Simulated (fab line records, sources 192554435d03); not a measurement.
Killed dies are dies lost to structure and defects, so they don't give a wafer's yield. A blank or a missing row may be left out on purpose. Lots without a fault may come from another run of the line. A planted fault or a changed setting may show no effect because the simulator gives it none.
fab line records | flow n5_finfet
record lots=24 wafers=72 last_day=17
route steps=1938 shown PMOS_HMC_CHANNEL_EPI@81 FIN_SAQP@112 DUMMY_GATE@234 SD_EPI_N@271
lots that met no fault: from a run of the same line without faults
start_h: hours from the record's first day to the start of the lot's first wafer shown | wait_h: hours since the lot's step before | " the same as in the row above | L1.1+2: a row that stands for several wafers | - no value, or no start given | * or withheld: withheld | < > ~ a bound
route shown NAME@n: a module of which the file shows steps, and the number in the route of the first | usual: mean/standard deviation of fault-free wafers | same: alike in all rows | chamber/n: place in a boat | sites: the reading at each site | _std_site: their standard deviation | _edge_site: outer sites' mean less inner sites' | radius_mm: how far each site lies from the wafer's centre | mask NAME#n: copy n | behind: the tool/chamber that last shaped the wafer | hold: why the lot was held/for how many hours/how that ended | device: the transistor (n, p or np) that didn't switch | end of line: the same wafers' tests at the end of the route | a step without rows: its recipe alone | killed: dies lost to structure and defects at the first sort, not the wafer's yield | map: a wafer's dies, x killed, . not, _ none there
set.NAME: the setting as run; set.NAME@STEP: as run at that earlier step | model.NAME: the simulator's own value behind a step, which no gauge read
steps of the route over a sample of lots; a table a step, a row a wafer
services: from which hour (start_h, from the record's first day; less than 0 if before it) a tool's chamber was out of use, for how many hours, and why
## steps
# step N5_PMOS_HMC_CHANNEL_EPI_CMP_21
# recipe material=SiGe30 post_cmp_clean=alkaline_brush target_thk_nm=54
# usual motor_current_A=12.6/1.7 pad_life_wafers=973/680
# columns lot.wafer tool chamber start_h wait_h motor_current_A pad_life_wafers
L074.2 cmp-03 0 19.27 0.0 12.3 1194
L074.1 " 2 " " 11.1 1196
L074.6 " 0 " " 12.1 -
L075.3 cmp-02 1 26.56 0.7 13.8 522
L075.2 " 0 " " 11.3 525
L075.6 " 2 " " 13.3 -
L076.4 cmp-02 1 31.16 0.1 14.5 559
L076.3 " 2 " " 13.4 560
L076.1 " 3 " " 11.1 561
L077.2 cmp-04 3 37.89 0.0 15.2 0
L077.3 " 1 " " 12.6 2
L077.6 " 3 " " 14.9 -
L078.1 cmp-04 0 43.70 0.0 13.9 54
L078.2 " 2 " " 13.2 56
L078.5 " 0 " " 14.6 -
L079.1 cmp-02 1 49.53 0.1 14.1 697
L079.6 " 0 " " 11.0 -
L079.5 " 1 " " 14.4 -
L080.2 cmp-03 1 55.42 0.1 15.9 1465
L080.1 " 3 " " 11.0 1467
L080.6 " 0 " " 11.6 -
L081.3 cmp-02 3 61.32 0.1 11.0 799
L081.4 " 0 " " 11.1 800
L081.5 " 3 " " 11.8 -
L082.4 cmp-03 1 67.60 0.1 16.6 1555
L082.3 " 2 " " 10.4 1556
L082.1 " 3 " " 11.7 1557
L083.4 cmp-02 0 73.93 0.1 10.9 956
L083.6 " 2 " " 13.4 -
L083.5 " 3 " " 10.9 -
L084.4 cmp-03 1 79.53 0.0 15.7 1758
L084.2 " 0 " " 12.4 1761
L084.5 " 1 " " 15.8 -
L085.1 cmp-02 0 85.03 0.0 10.7 1122
L085.3 " 2 " " 13.6 1124
L085.6 " 1 " " 14.1 -
L086.4 cmp-02 0 91.79 0.1 10.7 1177
L086.2 " 2 " " 11.9 1179
L086.6 " 3 " " 11.3 -
L087.1 cmp-03 1 97.98 0.1 15.1 1903
L087.3 " 3 " " 11.3 1905
L087.6 " 1 " " 17.0 -
L088.1 cmp-03 1 103.17 0.0 16.4 1944
L088.6 " 1 " " 15.5 -
L088.5 " 2 " " 10.7 -
L089.4 cmp-04 2 109.21 0.1 12.5 481
L089.3 " 3 " " 14.4 482
L089.5 " 2 " " 13.2 -
L090.2 cmp-03 1 115.18 0.0 15.3 2028
L090.6 " 1 " " 15.6 -
L090.5 " 2 " " 10.6 -
L091.1 cmp-02 0 121.78 0.1 10.3 1417
L091.2 " 1 " " 13.9 1418
L091.4 " 2 " " 13.1 1419
L092.3 cmp-03 2 127.86 0.0 10.5 24
L092.2 " 3 " " 10.8 25
L092.4 " 0 " " 12.6 26
L093.4 cmp-03 3 133.22 0.0 11.3 72
L093.3 " 0 " " 11.9 73
L093.5 " 0 " " 12.4 -
L094.2 cmp-03 2 139.41 0.1 10.8 126
L094.3 " 0 " " 11.5 128
L094.5 " 3 " " 11.4 -
L095.4 cmp-03 1 145.27 0.0 15.6 162
L095.5 " 1 " " 16.2 -
L095.6 " 2 " " 10.7 -
L096.2 cmp-02 1 151.18 0.1 14.0 1634
L096.3 " 2 " " 12.4 1635
L096.6 " 0 " " 11.0 -
L097.3 cmp-02 3 158.44 0.1 11.9 1687
L097.4 " 0 " " 10.9 1688
L097.1 " 1 " " 13.8 1689
# step N5_FIN_SAQP_OVL_MEAS_17
# recipe points_per_wafer=44
# usual FIN_CORE_OVL=0.1/0.86
# columns lot.wafer tool chamber start_h wait_h FIN_CORE_OVL[nm]
L074.1 overlay-02 0 21.43 0.0 0.9
L074.2 " 0 " " 1.0
L074.6 " 0 " " 0.9
L075.2 overlay-02 0 28.94 0.0 1.5
L075.3 " 0 " " 0.8
L075.6 " 0 " " 0.6
L076.1 overlay-01 0 33.63 0.0 1.2
L076.3 " 0 " " 0.2
L076.4 " 0 " " 0.8
L077.2 overlay-01 0 40.19 0.0 0.2
L077.3 " 0 " " -0.4
L077.6 " 0 " " 1.1
L078.1 overlay-02 0 45.85 0.0 -0.3
L078.2 " 0 " " 1.2
L078.5 " 0 " " 0.1
L079.1 overlay-01 0 51.65 0.0 0.2
L079.5 " 0 " " 1.3
L079.6 " 0 " " -0.2
L080.1 overlay-01 0 58.50 0.0 0.0
L080.2 " 0 " " 0.0
L080.6 " 0 " " -0.7
L081.3 overlay-01 0 63.61 0.0 -1.6
L081.4 " 0 " " -1.1
L081.5 " 0 " " -0.7
L082.1 overlay-01 0 69.77 0.0 0.3
L082.3 " 0 " " -1.3
L082.4 " 0 " " -0.4
L083.4 overlay-01 0 76.03 0.0 0.3
L083.5 " 0 " " 1.6
L083.6 " 0 " " -0.2
L084.2 overlay-01 0 81.91 0.0 -1.1
L084.4 " 0 " " 0.0
L084.5 " 0 " " -0.2
L085.1 overlay-01 0 87.30 0.0 0.5
L085.3 " 0 " " 0.7
L085.6 " 0 " " 0.0
L086.2 overlay-02 0 94.28 0.0 -0.4
L086.4 " 0 " " -1.0
L086.6 " 0 " " -0.7
L087.1 overlay-02 0 100.14 0.0 -0.4
L087.3 " 0 " " -0.7
L087.6 " 0 " " -0.8
L088.1 overlay-02 0 105.54 0.0 0.3
L088.5 " 0 " " 0.5
L088.6 " 0 " " 0.6
L089.3 overlay-01 0 111.33 0.0 1.6
L089.4 " 0 " " 0.7
L089.5 " 0 " " 0.8
L090.2 overlay-02 0 118.35 0.0 -1.3
L090.5 " 0 " " 0.6
L090.6 " 0 " " -0.5
L091.1 overlay-01 0 124.11 0.0 1.4
L091.2 " 0 " " 1.2
L091.4 " 0 " " 1.5
L092.2 overlay-02 0 129.96 0.0 -0.4
L092.3 " 0 " " -0.6
L092.4 " 0 " " -0.3
L093.3 overlay-01 0 135.26 0.0 -0.2
L093.4 " 0 " " 0.0
L093.5 " 0 " " 1.1
L094.2 overlay-01 0 141.42 0.0 0.3
L094.3 " 0 " " 1.0
L094.5 " 0 " " 1.8
L095.4 overlay-02 0 147.41 0.0 -0.5
L095.5 " 0 " " -0.3
L095.6 " 0 " " -0.6
L096.2 overlay-02 0 153.31 0.0 -0.7
L096.3 " 0 " " -0.7
L096.6 " 0 " " 0.0
L097.1 overlay-02 0 160.63 0.0 -0.2
L097.3 " 0 " " -0.6
L097.4 " 0 " " -0.9
# step N5_FIN_SAQP_FIN_ETCH_36
# recipe chemistry=HBr/Cl2/O2 target_depth_a=1200 mask_material=SiNx time_s=50.4 bias_w=102 pressure_mtorr=10 icp_w=800 HBr_flow_sccm=150 Cl2_flow_sccm=80 O2_flow_sccm=12
# usual O2_flow_sccm=12.00/0.035 drypump_motor_current_A=5.8/0.4 oes_product_au=1.005/0.019 throttle_valve_pct=35.9/0.34
# columns lot.wafer tool chamber start_h wait_h O2_flow_sccm drypump_motor_current_A oes_product_au rf_hours_counter_h throttle_valve_pct
L074.1 rie_si-04 1 26.37 0.0 12.00 5.7 1.023 195 35.7
L074.2 " 0 " " 11.98 4.9 1.023 163 35.2
L074.6 " 3 " " 11.98 6.3 1.018 - 35.6
L075.2 rie_si-06 0 34.48 0.0 12.00 6.2 0.959 53 35.5
L075.3 " 1 " " 12.02 5.5 1.006 134 36.2
L075.6 " 0 " " 12.02 6.3 0.971 - 35.5
L076.1 rie_si-04 0 38.42 0.0 11.97 4.9 1.015 163 35.2
L076.3 " 1 " " 11.99 5.7 1.009 195 35.7
L076.4 " 2 " " 11.99 5.7 0.976 166 36.1
L077.2 rie_si-06 3 44.60 0.0 11.98 6.1 0.997 15 36.4
L077.3 " 0 " " 11.92 6.3 0.960 53 35.5
L077.6 " 3 " " 11.95 6.1 0.990 - 36.4
L078.1 rie_si-04 0 49.81 0.0 11.99 4.9 1.031 164 35.2
L078.2 " 2 " " 12.04 5.8 0.988 166 36.1
L078.5 " 2 " " 12.02 5.8 0.991 - 36.1
L079.1 rie_si-04 0 56.17 0.0 11.94 4.9 1.028 164 35.2
L079.5 " 0 " " 12.00 4.9 1.037 - 35.2
L079.6 " 3 " " 12.03 6.3 1.010 - 35.6
L080.1 rie_si-02 2 62.67 0.0 12.00 5.8 1.007 113 36.2
L080.2 " 0 " " 11.95 6.3 1.017 83 35.9
L080.6 " 1 " " 12.04 6.1 1.028 - 36.0
L081.3 rie_si-06 1 68.65 0.0 11.94 5.5 1.004 134 36.2
L081.4 " 0 " " 12.00 6.3 0.970 - 35.5
L081.5 " 3 " " 12.06 6.1 0.999 - 36.4
L082.1 rie_si-02 2 74.14 0.0 12.00 5.8 1.013 113 36.2
L082.3 " 3 " " 12.01 5.7 1.030 189 36.1
L082.4 " 0 " " 12.04 6.3 1.008 83 35.9
L083.4 rie_si-04 1 80.09 0.0 12.02 5.7 1.013 196 35.7
L083.5 " 3 " " 12.01 6.3 1.006 - 35.6
L083.6 " 2 " " 11.98 5.8 0.988 - 36.1
L084.2 rie_si-02 2 88.01 0.0 12.04 5.8 1.012 113 36.2
L084.4 " 0 " " 11.97 6.2 1.014 83 35.9
L084.5 " 0 " " 12.00 6.2 1.017 - 35.9
L085.1 rie_si-06 2 93.71 0.0 12.03 6.1 1.000 42 35.9
L085.3 " 3 " " 11.97 6.1 0.978 16 36.4
L085.6 " 2 " " 11.98 6.1 1.003 - 35.9
L086.2 rie_si-06 3 100.49 0.0 11.99 6.1 0.991 16 36.4
L086.4 " 0 " " 11.99 6.2 0.970 54 35.5
L086.6 " 2 " " 11.96 6.1 1.012 - 35.8
L087.1 rie_si-06 1 104.83 0.0 12.00 5.5 0.986 135 36.2
L087.3 " 0 " " 12.00 6.2 0.959 54 35.5
L087.6 " 0 " " 12.03 6.2 0.963 - 35.5
L088.1 rie_si-02 3 110.55 0.0 11.97 5.7 1.031 189 36.1
L088.5 " 2 " " 12.00 5.8 1.015 - 36.2
L088.6 " 1 " " 11.95 6.1 1.029 - 36.0
L089.3 rie_si-04 3 115.52 0.0 11.97 6.2 1.002 2 35.6
L089.4 " 2 " " 12.00 5.7 0.984 167 36.1
L089.5 " 0 " " 12.05 4.9 1.024 - 35.2
L090.2 rie_si-04 3 123.11 0.0 11.99 6.2 1.007 2 35.6
L090.5 " 1 " " 11.96 5.7 1.028 - 35.7
L090.6 " 0 " " 11.99 4.9 1.028 - 35.2
L091.1 rie_si-06 1 128.66 0.0 12.03 5.5 1.000 136 36.2
L091.2 " 3 " " 12.01 6.0 0.994 17 36.4
L091.4 " 0 " " 11.96 6.3 0.976 55 35.5
L092.2 rie_si-04 2 134.20 0.0 11.95 5.8 0.984 167 36.1
L092.3 " 0 " " 11.98 4.9 1.022 165 35.2
L092.4 " 0 " " 12.00 4.9 1.029 - 35.2
L093.3 rie_si-04 0 139.33 0.0 11.97 4.9 1.023 165 35.2
L093.4 " 3 " " 12.02 6.2 1.006 - 35.6
L093.5 " 2 " " 11.95 5.8 0.990 - 36.1
L094.2 rie_si-02 0 145.82 0.0 12.03 6.2 1.007 84 35.9
L094.3 " 3 " " 12.05 5.7 1.022 190 36.1
L094.5 " 2 " " 11.98 5.8 1.000 - 36.2
L095.4 rie_si-02 2 151.68 0.0 12.00 5.8 1.002 114 36.2
L095.5 " 2 " " 12.01 5.8 1.016 - 36.2
L095.6 " 3 " " 11.95 5.7 1.035 - 36.1
L096.2 rie_si-06 1 158.05 0.0 11.97 5.5 1.005 136 36.2
L096.3 " 0 " " 11.99 6.3 0.977 55 35.5
L096.6 " 3 " " 12.01 6.0 0.990 - 36.4
L097.1 rie_si-06 2 164.88 0.0 12.06 6.1 1.008 44 35.9
L097.3 " 1 " " 12.09 5.5 1.009 136 36.2
L097.4 " 3 " " 12.02 6.0 1.001 17 36.4
# step N5_DUMMY_GATE_DESCUM_20
# recipe chemistry=O2 time_s=6.2 source_power_w=50 bias_power_w=20 pressure_mtorr=20 rf_frequency_hz=2.712e+07 temp_c=40 resist=CAR-EUV o2_flow_sccm=225
# usual drypump_motor_current_A=5.9/0.51 oes_product_au=0.79/0.069 rf_vpp_V=243.7/1.5 showerhead_plenum_p_Torr=2.11/0.066 throttle_valve_pct=20.42/0.23
# columns lot.wafer tool chamber start_h wait_h drypump_motor_current_A oes_product_au rf_hours_counter_h rf_vpp_V showerhead_plenum_p_Torr throttle_valve_pct
L074.1 rie_diel-05 3 46.84 0.0 6.3 0.86 57 243.1 2.12 20.71
L074.2 " 1 " " 5.8 0.78 113 241.7 2.02 20.65
L074.6 " 1 " " 5.8 0.78 - 242.7 2.02 20.65
L075.2 rie_diel-05 2 56.12 0.0 5.2 0.78 134 242.8 2.09 20.19
L075.3 " 0 " " 5.7 0.84 63 245.1 2.21 20.09
L075.6 " 3 " " 6.3 0.84 - 245.0 2.12 20.72
L076.1 rie_diel-05 0 59.91 0.0 5.7 0.84 64 247.2 2.21 20.10
L076.3 " 3 " " 6.3 0.84 60 243.4 2.12 20.72
L076.4 " 2 " " 5.2 0.77 136 243.9 2.09 20.17
L077.2 rie_diel-05 3 65.64 0.0 6.3 0.84 62 244.0 2.12 20.72
L077.3 " 1 " " 5.8 0.77 119 243.0 2.02 20.66
L077.6 " 3 " " 6.3 0.84 - 244.9 2.12 20.72
L078.1 rie_diel-01 2 71.32 0.0 5.3 0.68 239 243.9 2.06 20.64
L078.2 " 1 " " 5.5 0.93 35 243.5 2.14 19.99
L078.5 " 3 " " 5.2 0.88 - 243.2 2.14 20.58
L079.1 rie_diel-01 3 78.77 0.0 5.2 0.88 34 243.6 2.14 20.58
L079.5 " 1 " " 5.5 0.92 - 243.3 2.14 19.98
L079.6 " 2 " " 5.3 0.67 - 243.4 2.06 20.64
L080.1 rie_diel-05 0 82.36 0.0 5.7 0.83 72 244.9 2.21 20.10
L080.2 " 2 " " 5.2 0.77 143 242.8 2.09 20.19
L080.6 " 0 " " 5.7 0.83 - 245.5 2.21 20.11
L081.3 rie_diel-05 1 87.62 0.0 5.8 0.77 126 242.9 2.01 20.67
L081.4 " 2 " " 5.2 0.77 145 242.9 2.09 20.20
L081.5 " 3 " " 6.3 0.83 - 243.0 2.12 20.74
L082.1 rie_diel-04 0 94.35 0.0 6.5 0.73 205 244.6 2.15 20.48
L082.3 " 1 " " 5.6 0.80 89 244.9 2.13 20.45
L082.4 " 3 " " 5.3 0.70 218 244.9 2.14 20.26
L083.4 rie_diel-04 3 99.69 0.0 5.4 0.70 219 243.6 2.14 20.27
L083.5 " 0 " " 6.5 0.73 - 242.9 2.15 20.47
L083.6 " 1 " " 5.6 0.80 - 243.5 2.13 20.44
L084.2 rie_diel-04 0 107.38 0.2 6.5 0.72 209 244.7 2.15 20.48
L084.4 " 3 " " 5.4 0.69 221 244.9 2.14 20.27
L084.5 " 2 " " 6.5 0.76 - 240.4 2.00 20.66
L085.1 rie_diel-04 0 113.96 0.0 6.5 0.72 210 244.7 2.15 20.47
L085.3 " 1 " " 5.6 0.80 93 242.2 2.13 20.46
L085.6 " 1 " " 5.6 0.80 - 242.9 2.13 20.45
L086.2 rie_diel-01 1 122.25 0.0 5.5 0.89 55 243.4 2.14 20.02
L086.4 " 0 " " 6.8 0.88 - 247.7 2.22 20.37
L086.6 " 0 " " 6.7 0.88 - 245.9 2.22 20.37
L087.1 rie_diel-01 1 124.34 0.0 5.5 0.88 55 243.4 2.14 20.01
L087.3 " 0 " " 6.7 0.89 - 245.2 2.22 20.36
L087.6 " 1 " " 5.5 0.89 - 243.2 2.14 20.01
L088.1 rie_diel-05 3 133.27 0.0 6.3 0.82 84 243.1 2.11 20.76
L088.5 " 3 " " 6.3 0.81 - 246.2 2.11 20.73
L088.6 " 0 " " 5.7 0.81 - 244.4 2.20 20.13
L089.3 rie_diel-04 0 136.04 0.4 6.5 0.71 216 244.8 2.15 20.49
L089.4 " 2 " " 6.5 0.76 123 241.8 2.00 20.67
L089.5 " 2 " " 6.4 0.76 - 240.8 2.00 20.66
L090.2 rie_diel-05 1 144.03 0.1 5.8 0.74 141 239.6 2.01 20.70
L090.5 " 1 " " 5.8 0.74 - 242.8 2.01 20.70
L090.6 " 2 " " 5.2 0.75 - 243.0 2.08 20.23
L091.1 rie_diel-04 1 150.08 0.0 5.6 0.79 104 243.8 2.12 20.48
L091.2 " 2 " " 6.4 0.75 127 241.6 2.00 20.69
L091.4 " 0 " " 6.5 0.71 220 245.8 2.14 20.50
L092.2 rie_diel-04 2 153.98 0.0 6.5 0.76 128 241.1 2.00 20.68
L092.3 " 3 " " 5.4 0.69 235 243.1 2.13 20.29
L092.4 " 0 " " 6.5 0.71 222 244.1 2.14 20.51
L093.3 rie_diel-04 1 158.43 0.0 5.5 0.78 107 242.9 2.12 20.48
L093.4 " 2 " " 6.5 0.75 130 241.1 2.00 20.69
L093.5 " 1 " " 5.6 0.78 - 242.7 2.12 20.46
L094.2 rie_diel-01 2 165.85 0.0 5.4 0.94 12 244.2 2.05 20.39
L094.3 " 3 " " 5.2 0.85 47 244.5 2.14 20.59
L094.5 " 2 " " 5.4 0.93 - 240.9 2.05 20.39
L095.4 rie_diel-04 3 171.19 0.0 5.4 0.68 241 246.3 2.13 20.30
L095.5 " 1 " " 5.6 0.79 - 244.7 2.12 20.48
L095.6 " 2 " " 6.5 0.74 - 242.6 2.00 20.70
L096.2 rie_diel-04 0 178.96 0.0 6.5 0.69 230 243.6 2.14 20.51
L096.3 " 3 " " 5.4 0.68 242 245.0 2.13 20.31
L096.6 " 3 " " 5.4 0.68 - 245.2 2.13 20.28
L097.1 rie_diel-05 3 184.88 0.0 6.3 0.81 99 244.9 2.11 20.79
L097.3 " 2 " " 5.2 0.74 173 242.3 2.08 20.24
L097.4 " 1 " " 5.8 0.74 153 239.3 2.00 20.71
# step N5_SD_EPI_N_OVL_MEAS_10
# recipe points_per_wafer=44
# usual SD_N_BLK_OVL=0.2/0.64
# columns lot.wafer tool chamber start_h wait_h SD_N_BLK_OVL[nm]
L074.1 overlay-02 0 49.02 0.0 0.7
L074.2 " 0 " " 1.1
L074.6 " 0 " " 0.3
L075.2 overlay-02 0 58.37 0.0 0.3
L075.3 " 0 " " 0.9
L075.6 " 0 " " 0.5
L076.1 overlay-01 0 62.09 0.0 0.1
L076.3 " 0 " " -0.8
L076.4 " 0 " " -0.2
L077.2 overlay-02 0 67.83 0.0 0.5
L077.3 " 0 " " 0.4
L077.6 " 0 " " -0.5
L078.1 overlay-02 0 73.60 0.0 -0.6
L078.2 " 0 " " 0.0
L078.5 " 0 " " -0.8
L079.1 overlay-02 0 81.12 0.0 0.9
L079.5 " 0 " " -0.4
L079.6 " 0 " " 0.2
L080.1 overlay-01 0 84.55 0.0 1.4
L080.2 " 0 " " 1.3
L080.6 " 0 " " 0.0
L081.3 overlay-01 0 90.21 0.0 -0.6
L081.4 " 0 " " 0.1
L081.5 " 0 " " -1.2
L082.1 overlay-01 0 97.71 0.0 1.0
L082.3 " 0 " " 0.6
L082.4 " 0 " " 0.3
L083.4 overlay-02 0 102.79 0.0 0.4
L083.5 " 0 " " -0.6
L083.6 " 0 " " 0.0
L084.2 overlay-01 0 109.87 0.0 0.7
L084.4 " 0 " " 0.2
L084.5 " 0 " " -1.1
L085.1 overlay-01 0 117.61 0.0 0.2
L085.3 " 0 " " -0.4
L085.6 " 0 " " 0.2
L086.2 overlay-01 0 124.48 0.0 -0.1
L086.4 " 0 " " 0.0
L086.6 " 0 " " -1.2
L087.1 overlay-02 0 126.79 0.0 0.0
L087.3 " 0 " " 0.5
L087.6 " 0 " " 0.7
L088.1 overlay-01 0 135.45 0.0 -0.2
L088.5 " 0 " " -0.1
L088.6 " 0 " " -0.8
L089.3 overlay-02 0 138.42 0.0 -0.9
L089.4 " 0 " " -1.0
L089.5 " 0 " " -0.5
L090.2 overlay-01 0 146.41 0.0 0.6
L090.5 " 0 " " 2.0
L090.6 " 0 " " 0.8
L091.1 overlay-01 0 152.14 0.0 0.6
L091.2 " 0 " " 0.2
L091.4 " 0 " " 0.8
L092.2 overlay-01 0 156.78 0.0 -0.7
L092.3 " 0 " " 1.0
L092.4 " 0 " " 0.7
L093.3 overlay-02 0 160.88 0.0 0.0
L093.4 " 0 " " 0.1
L093.5 " 0 " " 0.1
L094.2 overlay-02 0 168.37 0.0 0.5
L094.3 " 0 " " -0.6
L094.5 " 0 " " -0.8
L095.4 overlay-01 0 173.65 0.0 1.3
L095.5 " 0 " " 1.4
L095.6 " 0 " " -0.4
L096.2 overlay-02 0 181.15 0.0 0.8
L096.3 " 0 " " -0.4
L096.6 " 0 " " 0.5
L097.1 overlay-02 0 188.16 0.0 1.0
L097.3 " 0 " " 0.3
L097.4 " 0 " " 0.6
# step N5_SD_EPI_N_ETCH_34
# recipe chemistry=CF4 target=SiARC target_depth_a=455 mask_material=CAR-ArF-block time_s=75.8 ion_energy_ev=80 pressure_mtorr=40 source_w=545 bias_w=36 Ar_flow_sccm=100 cf4_flow_sccm=100 ends=cleared
# usual drypump_motor_current_A=5.8/0.4 etch_rf_on_time_s=74.8/2 mfc_ar_sccm=100.0/0.31 oes_product_au=0.73/0.074 rf_vpp_V=184.5/1.2 showerhead_plenum_p_Torr=2.18/0.067 throttle_valve_pct=15.47/0.26
# columns lot.wafer tool chamber start_h wait_h drypump_motor_current_A etch_rf_on_time_s mfc_ar_sccm oes_product_au rf_hours_counter_h rf_vpp_V showerhead_plenum_p_Torr throttle_valve_pct
L074.1 rie_diel-06 0 49.12 0.0 6.1 77.8 100.0 0.82 1 185.1 2.26 14.97
L074.2 " 3 " " 5.7 70.7 99.9 0.77 44 186.0 2.26 15.32
L074.6 " 1 " " 6.1 74.5 99.8 0.73 - 183.5 2.09 15.48
L075.2 rie_diel-06 0 58.46 0.0 6.1 77.3 100.2 0.81 3 185.2 2.26 14.98
L075.3 " 1 " " 6.1 74.8 99.8 0.72 60 183.4 2.08 15.47
L075.6 " 3 " " 5.8 69.4 99.9 0.78 - 184.5 2.26 15.34
L076.1 rie_diel-03 0 62.19 0.0 6.1 77.7 100.4 0.75 48 184.6 2.17 15.77
L076.3 " 1 " " 5.7 76.0 100.5 0.59 234 182.2 2.03 15.87
L076.4 " 0 " " 6.2 78.4 99.8 0.74 - 184.2 2.17 15.77
L077.2 rie_diel-06 0 67.92 0.0 6.1 78.2 100.3 0.78 9 184.8 2.26 14.99
L077.3 " 1 " " 6.1 75.2 100.0 0.71 65 183.8 2.08 15.48
L077.6 " 0 " " 6.1 78.7 99.9 0.78 - 185.3 2.26 14.99
L078.1 rie_diel-03 1 73.69 0.0 5.6 75.8 100.4 0.58 240 184.2 2.02 15.88
L078.2 " 3 " " 5.7 75.8 100.3 0.78 11 184.9 2.18 15.23
L078.5 " 0 " " 6.1 76.8 99.5 0.74 - 184.3 2.17 15.77
L079.1 rie_diel-02 1 81.60 0.0 5.7 75.1 99.9 0.61 220 186.2 2.20 15.62
L079.5 " 2 " " 5.6 75.9 99.7 0.60 - 184.6 2.11 15.63
L079.6 " 3 " " 4.9 74.6 100.3 0.74 - 182.1 2.18 15.20
L080.1 rie_diel-06 1 85.26 0.0 6.1 74.8 100.5 0.70 73 184.6 2.08 15.51
L080.2 " 0 " " 6.1 77.1 100.4 0.77 17 185.6 2.26 15.01
L080.6 " 3 " " 5.8 69.3 100.0 0.76 - 186.5 2.26 15.34
L081.3 rie_diel-03 1 90.30 0.0 5.6 75.0 99.7 0.58 247 181.7 2.02 15.90
L081.4 " 0 " " 6.1 77.1 100.3 0.73 62 184.4 2.17 15.78
L081.5 " 2 " " 5.5 72.9 99.4 0.85 - 183.3 2.27 15.61
L082.1 rie_diel-06 0 97.80 0.0 6.1 77.5 100.0 0.75 22 185.6 2.26 15.01
L082.3 " 1 " " 6.1 74.8 100.0 0.71 74 183.0 2.08 15.52
L082.4 " 0 " " 6.2 77.1 100.1 0.76 - 186.0 2.26 15.01
L083.4 rie_diel-03 0 103.05 0.0 6.1 78.2 99.8 0.72 - 183.6 2.16 15.79
L083.5 " 2 " " 5.5 74.0 100.5 0.82 - 185.6 2.27 15.62
L083.6 " 3 " " 5.6 75.8 99.7 0.76 - 183.3 2.18 15.26
L084.2 rie_diel-03 0 109.96 0.0 6.2 78.5 100.2 0.71 72 185.1 2.16 15.79
L084.4 " 0 " " 6.2 78.9 100.2 0.72 - 184.4 2.16 15.79
L084.5 " 2 " " 5.5 74.5 99.9 0.80 - 184.9 2.27 15.60
L085.1 rie_diel-02 1 117.80 0.0 5.7 76.2 99.9 0.59 236 184.3 2.19 15.63
L085.3 " 3 " " 4.9 75.4 100.3 0.71 64 185.5 2.18 15.21
L085.6 " 3 " " 4.9 75.2 99.9 0.71 - 184.7 2.18 15.23
L086.2 rie_diel-02 0 124.57 0.0 6.5 74.3 99.7 0.83 6 183.5 2.12 15.74
L086.4 " 2 " " 5.6 75.3 99.9 0.59 229 183.9 2.10 15.67
L086.6 " 0 " " 6.5 74.0 99.5 0.85 - 183.1 2.12 15.72
L087.1 rie_diel-03 2 126.90 0.0 5.5 74.3 100.1 0.80 19 185.4 2.26 15.64
L087.3 " 1 " " 5.7 73.0 99.5 0.83 2 183.7 2.27 15.38
L087.6 " 0 " " 6.1 78.0 99.2 0.71 - 183.9 2.16 15.82
L088.1 rie_diel-02 2 135.54 0.0 5.6 75.4 99.9 0.59 232 182.8 2.10 15.67
L088.5 " 0 " " 6.4 73.4 99.8 0.84 - 183.7 2.12 15.75
L088.6 " 1 " " 5.7 75.6 100.1 0.59 - 184.5 2.19 15.64
L089.3 rie_diel-02 3 138.51 0.0 4.9 74.6 99.9 0.71 71 184.5 2.17 15.23
L089.4 " 0 " " 6.5 73.6 99.6 0.84 11 182.7 2.12 15.75
L089.5 " 3 " " 5.0 74.4 99.7 0.71 - 183.9 2.17 15.25
L090.2 rie_diel-06 1 146.51 0.0 6.1 74.7 100.0 0.68 94 183.6 2.07 15.54
L090.5 " 0 " " 6.1 76.8 99.4 0.73 - 186.6 2.25 15.06
L090.6 " 1 " " 6.1 74.4 100.3 0.69 - 183.8 2.07 15.54
L091.1 rie_diel-03 0 152.72 0.0 6.1 76.2 100.2 0.70 88 184.5 2.16 15.83
L091.2 " 3 " " 5.6 74.8 99.8 0.73 45 184.3 2.17 15.31
L091.4 " 1 " " 5.6 72.5 100.2 0.82 10 185.0 2.27 15.38
L092.2 rie_diel-03 2 156.87 0.0 5.5 74.0 100.3 0.79 29 186.2 2.26 15.66
L092.3 " 1 " " 5.6 71.6 100.5 0.82 11 186.0 2.27 15.41
L092.4 " 3 " " 5.6 75.3 100.2 0.73 46 185.0 2.17 15.29
L093.3 rie_diel-03 3 161.08 0.0 5.6 75.5 100.3 0.73 48 184.7 2.17 15.31
L093.4 " 0 " " 6.2 77.4 100.2 0.70 91 185.7 2.16 15.83
L093.5 " 2 " " 5.5 73.7 99.9 0.78 - 188.7 2.26 15.65
L094.2 rie_diel-03 0 168.46 0.0 6.1 76.7 100.1 0.70 94 183.8 2.16 15.84
L094.3 " 3 " " 5.6 74.7 100.3 0.73 51 184.8 2.17 15.32
L094.5 " 2 " " 5.5 73.8 100.0 0.77 - 184.8 2.26 15.68
L095.4 rie_diel-06 2 173.74 0.0 5.2 74.0 100.2 0.74 32 184.9 2.17 15.11
L095.5 " 3 " " 5.8 70.8 100.2 0.74 - 185.9 2.25 15.37
L095.6 " 2 " " 5.2 74.3 100.2 0.75 - 185.9 2.17 15.11
L096.2 rie_diel-06 3 181.24 0.0 5.8 69.8 100.1 0.74 73 185.1 2.25 15.38
L096.3 " 2 " " 5.1 73.1 99.8 0.75 34 184.0 2.17 15.11
L096.6 " 2 " " 5.1 73.0 100.3 0.75 - 185.5 2.17 15.12
L097.1 rie_diel-02 2 188.25 0.0 5.6 75.0 99.9 0.59 247 183.2 2.10 15.72
L097.3 " 3 " " 4.9 74.7 100.6 0.70 89 183.8 2.17 15.27
L097.4 " 3 " " 4.9 74.5 100.5 0.70 - 184.4 2.17 15.27
## services
# columns tool chamber start_h hours kind
rie_diel-04 2 -0.94 5.7 repair
rie_diel-03 1 4.90 2.0 repair
rie_diel-06 - 13.91 0.5 repair
rie_diel-03 0 14.41 13.1 repair
cmp-03 - 25.54 1.7 repair
rie_diel-06 2 52.54 19.3 repair
cmp-03 - 60.29 2.4 repair
rie_si-06 2 64.87 7.6 repair
rie_diel-03 - 65.45 0.9 repair
rie_si-04 2 66.32 3.5 repair
rie_diel-06 1 86.68 6.4 repair
rie_diel-06 3 86.70 63.1 repair
rie_diel-06 2 88.79 6.8 repair
cmp-03 - 92.18 1.3 repair
rie_diel-05 1 95.99 7.9 repair
cmp-03 - 96.87 0.2 repair
rie_si-06 3 115.79 12.2 repair
cmp-03 - 121.05 4.0 pm
rie_diel-05 0 121.56 1.7 repair
cmp-03 - 158.33 3.9 pm
rie_si-06 0 158.76 4.7 repair
cmp-02 - 182.60 0.2 repair
rie_si-04 - 183.90 0.2 repair
rie_diel-03 1 186.86 6.5 repair
## key
fault none
